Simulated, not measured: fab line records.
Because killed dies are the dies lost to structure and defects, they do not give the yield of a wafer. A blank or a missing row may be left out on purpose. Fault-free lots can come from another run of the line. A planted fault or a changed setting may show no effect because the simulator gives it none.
Chamber matching / flow n5Finfet / pecvd-01 running N5_BEOL_M2_ILD_DEP_00: 3 sister chambers
The step deposits SiOC from DEMS/O2, target thk 79 nm, time 15.3 s. 16 wafers are shown with their chamber, then 8 later ones without.

## WAFERS PAIRED WITH THEIR CHAMBERS
wafer=L075.2; chamber=2; heaterPowerW (W)=536; throttleValvePct (%)=11.7; rfFwdPowerW (W)=491.7
wafer=L075.3; chamber=0; heaterPowerW (W)=518; throttleValvePct (%)=12.7; rfFwdPowerW (W)=496.1
wafer=L075.4; chamber=0; heaterPowerW (W)=523; throttleValvePct (%)=12.7; rfFwdPowerW (W)=495.5
wafer=L077.1; chamber=2; heaterPowerW (W)=574; throttleValvePct (%)=11.9; rfFwdPowerW (W)=490.6
wafer=L077.2; chamber=0; heaterPowerW (W)=505; throttleValvePct (%)=12.5; rfFwdPowerW (W)=493.3
wafer=L077.5; chamber=1; heaterPowerW (W)=394; throttleValvePct (%)=11.8; rfFwdPowerW (W)=487.3
wafer=L079.3; chamber=1; heaterPowerW (W)=427; throttleValvePct (%)=11.6; rfFwdPowerW (W)=492.1
wafer=L079.5; chamber=0; heaterPowerW (W)=492; throttleValvePct (%)=12.5; rfFwdPowerW (W)=498.7
wafer=L079.6; chamber=2; heaterPowerW (W)=558; throttleValvePct (%)=11.9; rfFwdPowerW (W)=488.6
wafer=L080.3; chamber=2; heaterPowerW (W)=591; throttleValvePct (%)=11.9; rfFwdPowerW (W)=491.4
wafer=L080.5; chamber=2; heaterPowerW (W)=616; throttleValvePct (%)=11.7; rfFwdPowerW (W)=490.3
wafer=L080.6; chamber=0; heaterPowerW (W)=506; throttleValvePct (%)=12.6; rfFwdPowerW (W)=494.0
wafer=L086.1; chamber=1; heaterPowerW (W)=399; throttleValvePct (%)=11.9; rfFwdPowerW (W)=490.6
wafer=L086.4; chamber=2; heaterPowerW (W)=625; throttleValvePct (%)=12.1; rfFwdPowerW (W)=492.4
wafer=L086.6; chamber=0; heaterPowerW (W)=471; throttleValvePct (%)=12.5; rfFwdPowerW (W)=495.9
wafer=L093.1; chamber=2; heaterPowerW (W)=659; throttleValvePct (%)=12.0; rfFwdPowerW (W)=492.1

SIGNATURES (averages over the wafers above)
reading=heaterPowerW; chamber 0=502.50; chamber 1=406.67; chamber 2=594.14; scatter within a chamber=31.8
reading=throttleValvePct; chamber 0=12.583; chamber 1=11.767; chamber 2=11.886; scatter within a chamber=0.131
reading=rfFwdPowerW; chamber 0=495.583; chamber 1=490.000; chamber 2=491.014; scatter within a chamber=1.76
Rule: distance of a wafer from a chamber = root of the sum over the readings of ((wafer's reading minus chamber's mean) / reading's scatter) squared. If the next closest chamber is less than 2 further off than the closest, the wafer can't be placed; otherwise it belongs to the closest. The scatter is the square root of a quotient: the sum, over the shown wafers, of each reading's squared deviation from its chamber's mean, divided by wafers minus chambers.

## WAFERS WITH NO CHAMBER GIVEN
wafer=L093.3; heaterPowerW (W)=446; throttleValvePct (%)=12.6; rfFwdPowerW (W)=495.9
wafer=L093.5; heaterPowerW (W)=640; throttleValvePct (%)=12.1; rfFwdPowerW (W)=490.2
wafer=L095.1; heaterPowerW (W)=435; throttleValvePct (%)=12.5; rfFwdPowerW (W)=498.0
wafer=L095.2; heaterPowerW (W)=613; throttleValvePct (%)=12.1; rfFwdPowerW (W)=487.3
wafer=L095.4; heaterPowerW (W)=438; throttleValvePct (%)=12.6; rfFwdPowerW (W)=494.6
wafer=L097.4; heaterPowerW (W)=543; throttleValvePct (%)=12.3; rfFwdPowerW (W)=488.0
wafer=L097.5; heaterPowerW (W)=417; throttleValvePct (%)=12.4; rfFwdPowerW (W)=498.3
wafer=L097.6; heaterPowerW (W)=375; throttleValvePct (%)=11.9; rfFwdPowerW (W)=487.9

## THE CHAMBER EACH PASSED THROUGH
wafer=L093.3; from the rows above=0; in truth=0
wafer=L093.5; from the rows above=2; in truth=2
wafer=L095.1; from the rows above=0; in truth=0
wafer=L095.2; from the rows above=2; in truth=2
wafer=L095.4; from the rows above=0; in truth=0
wafer=L097.4; from the rows above=can't be placed: 2 or 0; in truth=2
wafer=L097.5; from the rows above=0; in truth=0
wafer=L097.6; from the rows above=1; in truth=1
Placed correctly: 7 of 8. These rows do not allow placing 1 (true chamber among the candidates in 1). Number placed wrongly: 0.
